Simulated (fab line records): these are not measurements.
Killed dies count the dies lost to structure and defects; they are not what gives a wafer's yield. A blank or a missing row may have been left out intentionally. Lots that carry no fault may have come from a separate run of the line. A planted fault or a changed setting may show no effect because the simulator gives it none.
One fault seen from 2 desks	flow n5 finfet	what lay behind the numbers comes last; until then each desk has only its own

== METROLOGY DESK ==
Lot by lot, what the gauges showed, no matter which tool ran the lot: averages of those sampled wafers that carry a number. Any lot whose mean is over 4 standard deviations away from the usual mean is out of limits and marked OUT; that distance is given in the brackets. Only the readings that lie furthest out on some lot appear, 7 of the 11 it has.
Columns: A = thk nm at N5_ILD0_THK_MEAS_13, usual 17.6 nm; B = DIBL_N at N5_BEOL_M4_RC_MEAS_101, usual 36.3 mV/V; C = ION_N at N5_BEOL_M4_RC_MEAS_101, usual 675 uA/um; D = ION_P at N5_BEOL_M4_RC_MEAS_101, usual 464 uA/um; E = SS_N at N5_BEOL_M4_RC_MEAS_101, usual 71.5 mV/dec; F = SS_P at N5_BEOL_M4_RC_MEAS_101, usual 73.3 mV/dec; G = VT_N at N5_BEOL_M4_RC_MEAS_101, usual 250 mV
lot	first seen here	A	B	C	D	E	F	G
L602	day 5 15:49	16.3	35.0	668	463	71.4	72.3	255
L601	day 5 17:10	18.5	38.6	675	465	71.6	73.0	249
L603	day 5 22:39	19.2	33.8	656	449	71.4	72.9	253
L604	day 6 05:11	19.2	34.5	668	461	71.3	72.9	254
L605	day 6 16:00	18.1	38.1	680	464	71.8	73.6	249
L607	day 7 06:22	19.1	37.3	674	466	71.9	73.9	252
L608	day 7 08:27	17.4	37.1	681	465	72.3	73.1	250
L614	day 8 20:17	18.0	36.0	686	462	71.5	73.2	247
L615	day 9 01:58	17.8	37.3	669	459	71.9	73.5	250
L616	day 9 06:32	17.8	35.5	675	466	72.0	72.6	252
This desk's verdict: no lot among the 10 shows anything out of limits.

== AT THE TOOL OWNER'S DESK: litho track-02 ==
The tool's own readings at N5_SDB_COAT_05 (resist thk 90 nm): means of the sampled wafers that have a number, for each lot that ran on this tool. Any lot whose mean is over 4 standard deviations away from the usual mean is out of limits and marked OUT; that distance is given in the brackets.
Columns: A = spin speed rpm at N5_SDB_COAT_05, usual 1500.0 rpm
lot	first seen here	A
L602	day 5 15:58	1499.4
L607	day 7 06:31	1499.5
L608	day 7 08:36	1500.2
L615	day 9 02:07	1673.3 (+99 or more) OUT
L616	day 9 06:41	1674.4 (+99 or more) OUT
Finding of this desk: L615, L616 out of limits; the first was L615 at day 9 02:07, on spin speed rpm at N5_SDB_COAT_05. L602, L607, L608 stayed within limits.

== ALL TOGETHER ==
The tool owner's desk had the chance to raise an alarm at day 9 02:07 on L615, L616.
The metrology desk saw nothing out of limits.
The metrology desk has L615, L616 on record, within its limits.
Of the lots named, all ran N5_SDB_COAT_05 on litho track-02.

== WHAT THE SIMULATOR PUT IN ==
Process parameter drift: litho track-02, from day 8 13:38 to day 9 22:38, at N5_SDB_COAT_05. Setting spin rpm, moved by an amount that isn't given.
Lots struck among those shown: L615, L616.
How many hours passed from the start of the fault until each desk's first out-of-limits reading: the tool owner's desk, 12.
